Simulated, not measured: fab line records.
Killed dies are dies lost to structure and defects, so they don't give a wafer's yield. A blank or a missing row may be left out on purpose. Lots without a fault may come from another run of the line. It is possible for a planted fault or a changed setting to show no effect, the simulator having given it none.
Matching of chambers ; flow nand harc ; rie diel-07 running NHARC_A_BONDPAD_DESCUM_11: 4 sister chambers
The step chemistry O2, time 3 s. 4 wafers are shown with their chamber, then 11 later ones without.

## EACH WAFER AND ITS CHAMBER
wafer;chamber;drypump motor current A (A)
L325.1;1;5.7
L329.1;2;6.3
L329.6;0;5.3
L330.2;3;5.2

## WAFERS WITHOUT THEIR CHAMBER
wafer;drypump motor current A (A)
L330.3;5.4
L330.4;6.3
L335.1;5.2
L335.2;5.7
L335.5;5.2
L333.1;5.7
L333.3;5.4
L333.6;5.8
L336.2;6.3
L336.3;5.7
L336.4;5.2

## WHICH CHAMBER EACH WENT THROUGH
wafer;from the rows above;in truth
L330.3;can't be placed: 0 or 3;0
L330.4;2;2
L335.1;can't be placed: 3 or 0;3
L335.2;1;1
L335.5;can't be placed: 3 or 0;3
L333.1;1;1
L333.3;can't be placed: 0 or 3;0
L333.6;1;1
L336.2;2;2
L336.3;1;1
L336.4;can't be placed: 3 or 0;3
Placed correctly: 6 of 11. Not placeable from these rows: 5 (in 5, the candidates include the true chamber). Number placed wrongly: 0.
How it was worked out, from the rows above alone: a wafer's distance from a chamber is the root of the sum, over the readings, of the square of ((its reading less the chamber's mean) divided by the reading's scatter). If the next closest chamber is less than 2 further off than the closest, the wafer can't be placed; otherwise it belongs to the closest. A chamber's mean is the mean of its shown wafers. The scatter: root of mean squared gap, hidden wafer to nearest shown wafer, with one shown wafer a chamber.
